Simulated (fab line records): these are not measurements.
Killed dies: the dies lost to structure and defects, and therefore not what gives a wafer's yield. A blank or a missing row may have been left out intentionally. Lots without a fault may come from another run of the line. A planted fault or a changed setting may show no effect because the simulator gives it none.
fab line records ; flow nand-harc
record lots=7; wafers=21; last-day=32
route steps=1302 shown A_STAIRCASE@807 END@1302
lots with no fault: from the same line, run without faults
start-h: the number of hours between the record's first day and the start of the first shown wafer of the lot ; wait-h: how many hours have passed since the lot's step before this one ; " same as the row above ; L1.1+2: one row covering several wafers at once ; - value missing, or start not given ; * or withheld: withheld ; < > ~ a bound
route shown NAME@n: NAME is a module with steps in the file, n the number in the route of the first one ; usual: the fault-free wafers' mean and standard deviation ; same: alike in all rows ; chamber/n: place in a boat ; sites: readings site by site ; _std_site: the values' standard deviation ; _edge_site: outer sites' mean less inner sites' ; radius-mm: how far each site lies from the wafer's centre ; mask NAME#n: copy n ; behind: tool/chamber where the wafer was last shaped ; hold: cause of the lot's hold/its duration in hours/its outcome ; device: the n, p or np transistor that did not switch ; end of line: the route-end tests of the same wafers ; step lacking rows: just its recipe ; killed: count of dies lost to structure and defects at first sort (not the wafer's yield) ; map: a wafer's dies, x killed, . not, _ none there
set.NAME: the setting that was run; set.NAME@STEP: the one run at that earlier step ; model.NAME: the simulator's own value behind a step, which no gauge read
a table for each step, a row for each wafer; lots at some steps of the route
services: the hour from which a tool's chamber was out of use, counted from the record's first day as start-h (under 0 if before that day), plus the number of hours and why
## steps
# step NHARC_A_STAIRCASE_DESCUM_291
# recipe time-s=3; o2-flow-sccm=200; ar-flow-sccm=0; bias-power-w=0; chemistry=O2
# step NHARC_A_STAIRCASE_ETCH_292
# recipe cf4-flow-sccm=100; chf3-flow-sccm=30; ar-flow-sccm=0; rf-w=500; bias-w=200; chemistry=CF4/CHF3
# step NHARC_A_STAIRCASE_HM_OPEN_460
# recipe o2-flow-sccm=400; cos-flow-sccm=20; ar-flow-sccm=0; rf-w=500; bias-w=300; chemistry=O2/COS
# usual bias-w=299.8/0.89; drypump-motor-current-A=5.7/0.36; oes-product-au=1.000/0.0095; rf-vpp-V=466/3.3; showerhead-plenum-p-Torr=3.07/0.15; throttle-valve-pct=28.329/0.0093
lot.wafer;tool;chamber;start-h;wait-h;bias-w;drypump-motor-current-A;oes-product-au;rf-hours-counter-h;rf-vpp-V;showerhead-plenum-p-Torr;throttle-valve-pct
L629.4;rie-diel-13;0;-;-;297.6;5.5;1.004;13;471;3.37;28.325
L629.3;rie-diel-13;1;-;-;298.7;5.4;0.998;9;463;2.97;28.328
L629.2;rie-diel-13;2;-;-;300.0;6.6;1.005;8;466;3.05;28.345
L635.3;rie-diel-03;3;-;-;300.9;5.3;0.998;54;471;3.34;28.326
L635.6;rie-diel-03;3;-;-;300.2;5.3;0.993;-;472;3.34;28.334
L635.5;rie-diel-03;0;-;-;299.6;5.5;1.009;-;464;3.01;28.325
L637.1;rie-diel-12;1;-;-;300.1;5.4;0.997;5;464;2.92;28.331
L637.4;rie-diel-12;2;-;-;298.7;6.0;0.974;5;470;3.22;28.322
L637.2;rie-diel-12;3;-;-;300.3;5.9;0.996;4;467;3.12;28.318
L638.1;rie-diel-03;3;-;-;300.1;5.3;1.001;0;472;3.34;28.333
L638.6;rie-diel-03;0;-;-;298.1;5.5;0.993;-;465;3.01;28.327
L638.5;rie-diel-03;1;-;-;300.6;5.4;0.991;-;469;3.20;28.323
L639.2;rie-diel-12;0;-;-;299.3;5.6;1.009;8;464;2.94;28.335
L639.1;rie-diel-12;2;-;-;299.5;6.1;0.983;7;469;3.21;28.322
L639.4;rie-diel-12;3;-;-;299.3;5.9;0.994;8;466;3.12;28.312
L646.2;rie-diel-12;2;-;-;301.8;6.0;0.991;28;470;3.20;28.325
L646.6;rie-diel-12;1;-;-;299.3;5.4;1.006;-;463;2.90;28.334
L646.4;rie-diel-12;2;-;-;299.5;6.0;0.985;-;469;3.20;28.316
L648.2;rie-diel-03;3;-;-;300.2;5.3;0.993;30;472;3.32;28.332
L648.1;rie-diel-03;0;-;-;300.6;5.5;0.994;29;462;2.99;28.335
L648.6;rie-diel-03;2;-;-;299.1;6.1;1.018;-;462;2.92;28.329
# step NHARC_A_STAIRCASE_STRIP_461
# recipe o2-flow-sccm=400; cos-flow-sccm=20; ar-flow-sccm=0; bias-w=0; chemistry=O2/COS
# step NHARC_A_STAIRCASE_ETCH_452
# recipe target-depth-a=300; overetch-a=30; time-s=16.5; ion-energy-ev=100; cf4-flow-sccm=80; o2-flow-sccm=20; ar-flow-sccm=0; rf-w=300; bias-w=100; chemistry=CF4/O2
# usual bias-w=100.0/0.31; drypump-motor-current-A=5.7/0.35; oes-product-au=1.000/0.011; rf-vpp-V=197.3/1.6; showerhead-plenum-p-Torr=1.31/0.065; throttle-valve-pct=13.396/0.0089
lot.wafer;tool;chamber;start-h;wait-h;bias-w;drypump-motor-current-A;oes-product-au;rf-hours-counter-h;rf-vpp-V;showerhead-plenum-p-Torr;throttle-valve-pct
L629.3;rie-diel-13;3;-;-;100.1;5.5;1.006;12;196.0;1.27;13.402
L629.2;rie-diel-13;0;-;-;99.9;5.5;1.006;13;199.4;1.44;13.399
L629.4;rie-diel-13;1;-;-;99.7;5.4;1.005;9;196.1;1.27;13.387
L635.3;rie-diel-03;1;-;-;99.4;5.3;1.017;46;199.1;1.37;13.401
L635.5;rie-diel-03;1;-;-;99.8;5.3;1.019;-;198.6;1.37;13.386
L635.6;rie-diel-03;2;-;-;100.4;6.1;1.014;-;195.7;1.25;13.401
L637.4;rie-diel-12;0;-;-;99.8;5.6;0.998;5;196.3;1.26;13.413
L637.2;rie-diel-12;2;-;-;99.8;6.0;0.985;5;196.9;1.38;13.394
L637.1;rie-diel-12;3;-;-;99.7;5.9;0.980;4;199.0;1.33;13.389
L638.1;rie-diel-03;3;-;-;100.1;5.3;0.988;0;199.5;1.43;13.396
L638.5;rie-diel-03;0;-;-;99.2;5.5;0.988;-;196.9;1.28;13.380
L638.6;rie-diel-03;1;-;-;99.7;5.3;0.984;-;197.1;1.37;13.412
L639.2;rie-diel-12;2;-;-;99.5;6.0;0.982;7;198.5;1.38;13.404
L639.1;rie-diel-12;3;-;-;100.2;5.9;0.982;8;198.6;1.33;13.395
L639.4;rie-diel-12;1;-;-;100.5;5.4;1.006;8;195.8;1.24;13.404
L646.2;rie-diel-12;2;-;-;99.5;6.0;0.987;28;199.1;1.37;13.400
L646.4;rie-diel-12;1;-;-;100.3;5.4;0.997;-;195.2;1.24;13.403
L646.6;rie-diel-12;2;-;-;99.8;6.0;0.983;-;199.1;1.37;13.392
L648.2;rie-diel-03;1;-;-;100.2;5.3;0.979;33;198.3;1.36;13.404
L648.1;rie-diel-03;3;-;-;100.1;5.3;0.997;31;198.4;1.42;13.406
L648.6;rie-diel-03;1;-;-;100.4;5.3;0.976;-;197.6;1.36;13.399
# step NHARC_A_STAIRCASE_ETCH_294
# recipe target-depth-a=49890; time-s=1211.6; ion-energy-ev=800; c4f8-flow-sccm=80; o2-flow-sccm=60; ar-flow-sccm=withheld; rf-w=600; bias-w=3000; chemistry=C4F8/O2/Ar
# usual bias-w=3000/9.3; oes-product-au=0.932/0.01; rf-vpp-V=1822/12
lot.wafer;tool;chamber;start-h;wait-h;bias-w;oes-product-au;rf-hours-counter-h;rf-vpp-V
L629.4;rie-diel-13;2;-;-;2985;0.942;8;1821
L629.3;rie-diel-13;3;-;-;2993;0.936;12;1814
L629.2;rie-diel-13;0;-;-;3003;0.926;13;1848
L635.3;rie-diel-03;1;-;-;3003;0.929;46;1835
L635.5;rie-diel-03;3;-;-;2983;0.926;-;1845
L635.6;rie-diel-03;0;-;-;2985;0.943;-;1818
L637.4;rie-diel-12;3;-;-;3017;0.922;4;1827
L637.2;rie-diel-12;0;-;-;2998;0.928;5;1813
L637.1;rie-diel-12;2;-;-;2999;0.906;5;1836
L638.1;rie-diel-03;2;-;-;2977;0.931;1;1810
L638.5;rie-diel-03;0;-;-;2993;0.925;-;1817
L638.6;rie-diel-03;1;-;-;3014;0.916;-;1833
L639.4;rie-diel-12;2;-;-;3018;0.925;8;1834
L639.1;rie-diel-12;3;-;-;3010;0.922;8;1826
L639.2;rie-diel-12;0;-;-;2988;0.933;9;1813
L646.2;rie-diel-12;2;-;-;3000;0.916;28;1833
L646.4;rie-diel-12;2;-;-;3001;0.924;-;1834
L646.6;rie-diel-12;3;-;-;2985;0.929;-;1825
L648.1;rie-diel-03;2;-;-;2995;0.935;32;1810
L648.2;rie-diel-03;0;-;-;3002;0.927;29;1817
L648.6;rie-diel-03;1;-;-;2995;0.910;-;1833
# step NHARC_A_STAIRCASE_STRIP_295
# recipe o2-flow-sccm=500; ar-flow-sccm=0; bias-w=0; chemistry=O2
# usual drypump-motor-current-A=5.7/0.37; oes-product-au=0.999/0.01; rf-vpp-V=57.6/0.85; showerhead-plenum-p-Torr=3.47/0.17; throttle-valve-pct=17.035/0.0086
# same bias-w=0
lot.wafer;tool;chamber;start-h;wait-h;drypump-motor-current-A;oes-product-au;rf-hours-counter-h;rf-vpp-V;showerhead-plenum-p-Torr;throttle-valve-pct
L629.2;rie-diel-13;3;-;-;5.5;1.011;12;58.3;3.36;17.022
L629.4;rie-diel-13;0;-;-;5.5;1.006;13;57.9;3.80;17.025
L629.3;rie-diel-13;2;-;-;6.6;1.003;9;58.6;3.45;17.035
L635.3;rie-diel-03;1;-;-;5.4;1.016;52;58.4;3.62;17.039
L635.6;rie-diel-03;3;-;-;5.3;1.003;-;57.5;3.77;17.055
L635.5;rie-diel-03;0;-;-;5.5;1.020;-;56.4;3.40;17.032
L637.4;rie-diel-12;2;-;-;6.0;0.976;5;57.3;3.63;17.029
L637.2;rie-diel-12;0;-;-;5.6;1.010;6;58.2;3.33;17.033
L637.1;rie-diel-12;1;-;-;5.4;0.999;6;56.8;3.30;17.038
L638.1;rie-diel-03;0;-;-;5.5;0.984;1;58.0;3.40;17.031
L638.6;rie-diel-03;3;-;-;5.3;0.990;-;58.2;3.77;17.035
L638.5;rie-diel-03;0;-;-;5.5;0.998;-;57.2;3.40;17.032
L639.2;rie-diel-12;3;-;-;5.9;0.987;8;59.0;3.52;17.037
L639.4;rie-diel-12;0;-;-;5.6;1.003;9;57.7;3.33;17.043
L639.1;rie-diel-12;2;-;-;6.0;0.988;8;58.0;3.63;17.030
L646.2;rie-diel-12;2;-;-;6.0;0.985;29;58.6;3.62;17.037
L646.6;rie-diel-12;2;-;-;6.0;0.992;-;58.9;3.62;17.039
L646.4;rie-diel-12;3;-;-;5.9;0.996;-;57.6;3.51;17.030
L648.2;rie-diel-03;3;-;-;5.3;0.997;31;59.5;3.75;17.030
L648.1;rie-diel-03;0;-;-;5.5;0.987;30;58.0;3.38;17.038
L648.6;rie-diel-03;2;-;-;6.1;1.004;-;57.5;3.30;17.037
# step NHARC_A_STAIRCASE_STRIP_296
# recipe time-s=900; temp-c=130; chemistry=SPM
# step NHARC_A_STAIRCASE_PRECLEAN_297
# recipe time-s=*; temp-c=50; bath-age-min=0; chemistry=SC1
# step NHARC_A_STAIRCASE_SRD_298
# step NHARC_A_STAIRCASE_HM_DEP_462
# recipe target-thk-a=8000; temp-c=400; material=aC
# usual susceptor-temp-C=399.98/0.22; throttle-valve-pct=35.000/0.0092
lot.wafer;tool;chamber;start-h;wait-h;susceptor-temp-C;throttle-valve-pct
L629.2;acl-dep-02;0;373.84;0.4;399.75;35.006
L629.3;acl-dep-02;0;373.84;0.4;399.53;35.002
L629.4;acl-dep-02;0;373.84;0.4;399.92;35.007
L635.3;acl-dep-02;0;460.61;2.5;399.51;35.007
L635.5;acl-dep-02;0;460.61;2.5;399.72;34.998
L635.6;acl-dep-02;0;460.61;2.5;399.94;34.994
L637.1;acl-dep-02;0;473.15;1.7;400.12;35.000
L637.2;acl-dep-02;0;473.15;1.7;400.13;34.991
L637.4;acl-dep-02;0;473.15;1.7;400.11;35.005
L638.1;acl-dep-01;0;476.66;0.1;399.94;35.002
L638.5;acl-dep-01;0;477.89;1.3;399.68;34.987
L638.6;acl-dep-01;0;477.89;1.3;400.16;34.997
L639.1;acl-dep-01;0;487.69;0.1;399.81;35.005
L639.2;acl-dep-01;0;487.69;0.1;399.92;35.004
L639.4;acl-dep-01;0;487.69;0.1;399.76;34.986
L646.2;acl-dep-01;0;540.72;1.1;399.86;34.993
L646.4;acl-dep-01;0;540.72;1.1;400.20;34.999
L646.6;acl-dep-01;0;540.72;1.1;400.02;35.024
L648.1;acl-dep-03;0;576.70;1.1;399.95;35.001
L648.2;acl-dep-03;0;576.70;1.1;399.92;34.990
L648.6;acl-dep-03;0;578.24;2.7;399.99;34.985
# step NHARC_A_STAIRCASE_DEP_301
# recipe target-thk-a=300; target-thk-nm=30; temp-c=400; pressure-torr=3.5; flow-sccm=200; rf-w=350; material=SiON
# usual chamber-pressure-Torr=3.502/0.0079; heater-power-outer-w=420/69; heater-power-w=707/89
lot.wafer;tool;chamber;start-h;wait-h;chamber-pressure-Torr;heater-power-outer-w;heater-power-w
L629.2;pecvd-04;2;375.49;1.3;3.500;417;648
L629.3;pecvd-04;0;375.49;1.3;3.499;402;691
L629.4;pecvd-04;0;375.49;1.3;3.517;399;664
L635.3;pecvd-03;0;461.88;1.0;-;-;-
L635.5;pecvd-03;1;461.88;1.0;-;-;-
L635.6;pecvd-03;2;461.88;1.0;-;-;-
L637.1;pecvd-03;0;475.08;1.6;-;-;-
L637.2;pecvd-03;1;475.08;1.6;-;-;-
L637.4;pecvd-03;2;475.08;1.6;-;-;-
L638.1;pecvd-02;0;478.56;1.6;-;-;-
L638.5;pecvd-02;2;478.56;1.6;-;-;-
L638.6;pecvd-02;0;478.56;1.6;-;-;-
L639.1;pecvd-02;2;489.57;1.6;3.510;405;666
L639.2;pecvd-02;1;489.57;1.6;3.494;440;701
L639.4;pecvd-02;2;489.57;1.6;3.510;402;668
L646.2;pecvd-04;0;542.33;1.3;3.496;373;619
L646.6;pecvd-04;2;542.33;1.3;3.489;420;693
L646.4;pecvd-04;0;542.33;1.3;3.497;374;633
L648.1;pecvd-03;1;578.60;1.6;3.481;361;691
L648.2;pecvd-03;2;578.60;1.6;3.502;514;796
L648.6;pecvd-03;2;578.60;1.6;3.495;504;785
# step NHARC_A_STAIRCASE_DEHYDRATE_302
# recipe temp-c=150; time-s=120
# step NHARC_END_SORT_01
# recipe temp-c=25
# usual killed-at-array=52/18; killed-at-other=1.2/1.5; killed-at-periphery=4/3.2; killed-dies=57/17; killed-open=3.1/1.9; killed-short=2.5/1.7
# same gross-dies=677
lot.wafer;tool;chamber;start-h;wait-h;killed-at-array;killed-at-other;killed-at-periphery;killed-dies;killed-open;killed-short
L635.3;prober-01;0;648.98;3.1;676;1;0;677;1;4
L635.5;prober-01;0;650.61;3.8;677;0;0;677;1;3
L635.6;prober-01;0;651.43;4.1;675;2;0;677;2;2
L638.1;prober-02;0;654.82;2.5;674;0;3;677;6;4
L638.5;prober-02;0;657.99;3.7;676;0;1;677;3;1
L638.6;prober-02;0;658.78;4.0;674;0;3;677;2;2
L637.1;prober-01;0;655.24;2.5;666;1;10;677;8;1
L637.2;prober-01;0;656.04;2.8;673;0;4;677;3;2
L637.4;prober-01;0;657.65;3.4;674;0;3;677;1;3
L646.2;prober-01;0;715.94;2.8;57;1;1;59;2;4
L646.4;prober-01;0;717.53;3.4;34;0;3;37;4;1
L646.6;prober-01;0;719.12;4.0;35;0;2;37;1;1
# killed by level:class
L635.3 A_STAIRCASE:area-dep=588 A_CHANNEL_HOLE_D1:chamber-film-flake=34 A_SLIT:chamber-film-flake=34 A_CHANNEL_HOLE_D2:chamber-film-flake=7 A_CONTACT:chamber-film-flake=4 A_STAIRCASE:chamber-film-flake=2 A_CHANNEL_FILL_D1:geometric-particle:short=1 A_CHANNEL_FILL_D1:geometric-particle:open=1
L635.5 A_STAIRCASE:area-dep=603 A_SLIT:chamber-film-flake=29 A_CHANNEL_HOLE_D1:chamber-film-flake=26 A_CHANNEL_HOLE_D2:chamber-film-flake=9 A_STAIRCASE:chamber-film-flake=3 A_CONTACT:chamber-film-flake=2 A_CHANNEL_HOLE_D1:geometric-particle:open=1 A_CHANNEL_HOLE_D1:geometric-particle:short=1
L635.6 A_STAIRCASE:area-dep=613 A_CHANNEL_HOLE_D1:chamber-film-flake=20 A_SLIT:chamber-film-flake=18 A_CHANNEL_HOLE_D2:chamber-film-flake=10 A_STAIRCASE:chamber-film-flake=4 A_WL_FILL:chamber-film-flake=3 A_CONTACT:chamber-film-flake=2 THIN_TSV:chamber-film-flake=2
L638.1 A_STAIRCASE:area-dep=586 A_SLIT:chamber-film-flake=32 A_CHANNEL_HOLE_D1:chamber-film-flake=25 A_CHANNEL_HOLE_D2:chamber-film-flake=15 A_STAIRCASE:chamber-film-flake=5 A_CHANNEL_FILL_D1:geometric-particle:open=2 A_ONON_D1:geometric-particle:short=1 A_DECK1_JOINT:geometric-particle:short=1
L637.1 A_STAIRCASE:area-dep=629 A_CHANNEL_HOLE_D2:chamber-film-flake=12 A_CHANNEL_HOLE_D1:chamber-film-flake=7 A_STAIRCASE:chamber-film-flake=7 P_CONTACT:chamber-film-flake=5 A_CHANNEL_FILL_D2:chamber-film-flake=3 P_GATE:geometric-particle:open=1 P_M0:geometric-particle:open=1
L637.2 A_STAIRCASE:area-dep=644 A_CHANNEL_HOLE_D2:chamber-film-flake=9 A_STAIRCASE:chamber-film-flake=6 A_CHANNEL_HOLE_D1:chamber-film-flake=4 A_SLIT:chamber-film-flake=3 P_CONTACT:chamber-film-flake=2 A_CONTACT:chamber-film-flake=2 P_M0:geometric-particle:open=1
L637.4 A_STAIRCASE:area-dep=651 A_CHANNEL_HOLE_D2:chamber-film-flake=7 A_CHANNEL_HOLE_D1:chamber-film-flake=4 P_CONTACT:chamber-film-flake=3 A_STAIRCASE:chamber-film-flake=3 A_ONON_D1:geometric-particle:short=2 A_SLIT:chamber-film-flake=2 A_CONTACT:chamber-film-flake=2
L638.5 A_STAIRCASE:area-dep=595 A_SLIT:chamber-film-flake=35 A_CHANNEL_HOLE_D1:chamber-film-flake=17 A_CHANNEL_HOLE_D2:chamber-film-flake=13 A_CONTACT:chamber-film-flake=6 A_STAIRCASE:chamber-film-flake=4 A_WL_FILL:chamber-film-flake=2 P_GATE:geometric-particle:open=1
L638.6 A_STAIRCASE:area-dep=585 A_SLIT:chamber-film-flake=34 A_CHANNEL_HOLE_D1:chamber-film-flake=29 A_CHANNEL_HOLE_D2:chamber-film-flake=13 A_STAIRCASE:chamber-film-flake=3 A_CHANNEL_FILL_D2:chamber-film-flake=2 A_CONTACT:chamber-film-flake=2 A_SOURCE_PLATE:geometric-particle:short=1
L646.2 A_CHANNEL_HOLE_D1:chamber-film-flake=40 A_SLIT:chamber-film-flake=4 A_STAIRCASE:chamber-film-flake=3 A_CHANNEL_FILL_D1:chamber-film-flake=2 A_CHANNEL_FILL_D1:geometric-particle:short=1 A_ONON_D2:geometric-particle:short=1 A_CHANNEL_FILL_D2:geometric-particle:short=1 A_SLIT:geometric-particle:open=1
L646.4 A_CHANNEL_HOLE_D1:chamber-film-flake=16 A_STAIRCASE:chamber-film-flake=5 A_SLIT:chamber-film-flake=3 A_BLC:chamber-film-flake=3 A_CONTACT:chamber-film-flake=2 P_CONTACT:geometric-particle:short=1 P_M0:geometric-particle:open=1 A_DECK1_JOINT:geometric-particle:open=1
L646.6 A_CHANNEL_HOLE_D1:chamber-film-flake=18 A_STAIRCASE:chamber-film-flake=5 A_SLIT:chamber-film-flake=5 A_CHANNEL_FILL_D1:chamber-film-flake=3 P_M0:geometric-particle:open=1 A_SLIT:geometric-particle:short=1 P_GATE:chamber-film-flake=1 A_DECK1_JOINT:chamber-film-flake=1
# map L635.3 (x killed, . not)
____________x____________
_________xxxxxxx_________
_______xxxxxxxxxxx_______
______xxxxxxxxxxxxx______
_____xxxxxxxxxxxxxxx_____
____xxxxxxxxxxxxxxxxx____
____xxxxxxxxxxxxxxxxx____
___xxxxxxxxxxxxxxxxxxx___
___xxxxxxxxxxxxxxxxxxx___
__xxxxxxxxxxxxxxxxxxxxx__
__xxxxxxxxxxxxxxxxxxxxx__
_xxxxxxxxxxxxxxxxxxxxxxx_
_xxxxxxxxxxxxxxxxxxxxxxx_
_xxxxxxxxxxxxxxxxxxxxxxx_
_xxxxxxxxxxxxxxxxxxxxxxx_
_xxxxxxxxxxxxxxxxxxxxxxx_
xxxxxxxxxxxxxxxxxxxxxxxxx
xxxxxxxxxxxxxxxxxxxxxxxxx
xxxxxxxxxxxxxxxxxxxxxxxxx
xxxxxxxxxxxxxxxxxxxxxxxxx
xxxxxxxxxxxxxxxxxxxxxxxxx
_xxxxxxxxxxxxxxxxxxxxxxx_
_xxxxxxxxxxxxxxxxxxxxxxx_
_xxxxxxxxxxxxxxxxxxxxxxx_
_xxxxxxxxxxxxxxxxxxxxxxx_
_xxxxxxxxxxxxxxxxxxxxxxx_
__xxxxxxxxxxxxxxxxxxxxx__
__xxxxxxxxxxxxxxxxxxxxx__
___xxxxxxxxxxxxxxxxxxx___
___xxxxxxxxxxxxxxxxxxx___
____xxxxxxxxxxxxxxxxx____
____xxxxxxxxxxxxxxxxx____
_____xxxxxxxxxxxxxxx_____
______xxxxxxxxxxxxx______
_______xxxxxxxxxxx_______
_________xxxxxxx_________
____________x____________
# map L637.1 (x killed, . not)
____________x____________
_________xxxxxxx_________
_______xxxxxxxxxxx_______
______xxxxxxxxxxxxx______
_____xxxxxxxxxxxxxxx_____
____xxxxxxxxxxxxxxxxx____
____xxxxxxxxxxxxxxxxx____
___xxxxxxxxxxxxxxxxxxx___
___xxxxxxxxxxxxxxxxxxx___
__xxxxxxxxxxxxxxxxxxxxx__
__xxxxxxxxxxxxxxxxxxxxx__
_xxxxxxxxxxxxxxxxxxxxxxx_
_xxxxxxxxxxxxxxxxxxxxxxx_
_xxxxxxxxxxxxxxxxxxxxxxx_
_xxxxxxxxxxxxxxxxxxxxxxx_
_xxxxxxxxxxxxxxxxxxxxxxx_
xxxxxxxxxxxxxxxxxxxxxxxxx
xxxxxxxxxxxxxxxxxxxxxxxxx
xxxxxxxxxxxxxxxxxxxxxxxxx
xxxxxxxxxxxxxxxxxxxxxxxxx
xxxxxxxxxxxxxxxxxxxxxxxxx
_xxxxxxxxxxxxxxxxxxxxxxx_
_xxxxxxxxxxxxxxxxxxxxxxx_
_xxxxxxxxxxxxxxxxxxxxxxx_
_xxxxxxxxxxxxxxxxxxxxxxx_
_xxxxxxxxxxxxxxxxxxxxxxx_
__xxxxxxxxxxxxxxxxxxxxx__
__xxxxxxxxxxxxxxxxxxxxx__
___xxxxxxxxxxxxxxxxxxx___
___xxxxxxxxxxxxxxxxxxx___
____xxxxxxxxxxxxxxxxx____
____xxxxxxxxxxxxxxxxx____
_____xxxxxxxxxxxxxxx_____
______xxxxxxxxxxxxx______
_______xxxxxxxxxxx_______
_________xxxxxxx_________
____________x____________
## services
tool;chamber;start-h;hours;kind
rie-diel-03;0;359.61;6.1;repair
acl-dep-01;-;371.97;13.0;pm
pecvd-03;-;374.25;13.0;pm
rie-diel-12;2;406.71;10.1;repair
pecvd-02;-;408.29;13.0;pm
rie-diel-03;2;421.02;1.3;repair
rie-diel-13;3;422.60;3.9;repair
acl-dep-02;-;425.36;13.0;pm
pecvd-03;1;427.09;3.8;repair
pecvd-04;2;445.47;17.1;repair
rie-diel-12;-;445.56;9.0;pm
acl-dep-01;-;446.50;0.1;repair
pecvd-04;-;450.00;13.0;pm
pecvd-03;2;456.21;3.7;repair
rie-diel-03;-;461.01;9.0;pm
pecvd-02;0;486.27;6.3;repair
pecvd-04;1;506.90;3.7;repair
rie-diel-13;-;521.62;9.0;pm
rie-diel-12;0;526.03;5.7;repair
rie-diel-03;-;533.13;0.7;repair
rie-diel-12;0;536.48;5.4;repair
rie-diel-03;2;543.29;7.7;repair
acl-dep-01;-;554.26;13.0;pm
pecvd-03;-;555.42;13.0;pm
## key
first-sign step=NHARC_A_STAIRCASE_DEP_301; reading=tool-record; direction=missing
effect step=NHARC_END_SORT_01; reading=killed-dies; direction=up; sigmas=36; usual=57; struck=677
more-kills-born-at NHARC_A_STAIRCASE_DEP_301@pecvd-03=3728; NHARC_A_STAIRCASE_DEP_301@pecvd-02=1766
met-at NHARC_A_STAIRCASE_DEP_301
struck-wafers L635.3,L635.5,L635.6,L637.1,L637.2,L637.4,L638.1,L638.5,L638.6
later-rows-left-out L635.3,L635.5,L635.6,L637.1,L637.2,L637.4,L638.1,L638.5,L638.6
tester-left-out L635,L637,L638
fault kind=skipped-step-whole; tool=pecvd-02,pecvd-03; chamber=-; onset-h=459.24; steps=NHARC_A_STAIRCASE_DEP_301; scope=struck-lots-only
# tester-left-out: of these lots the tester's yield and bins aren't shown, on N5 and GAA mostly nor the transistor test; their killed dies are dies lost to structure and defects alone, not to doping, threshold or leakage, so they don't give the yield
# later-rows-left-out: the simulator's readings of these wafers behind a module that went badly wrong aren't trusted and aren't shown, but for the sort
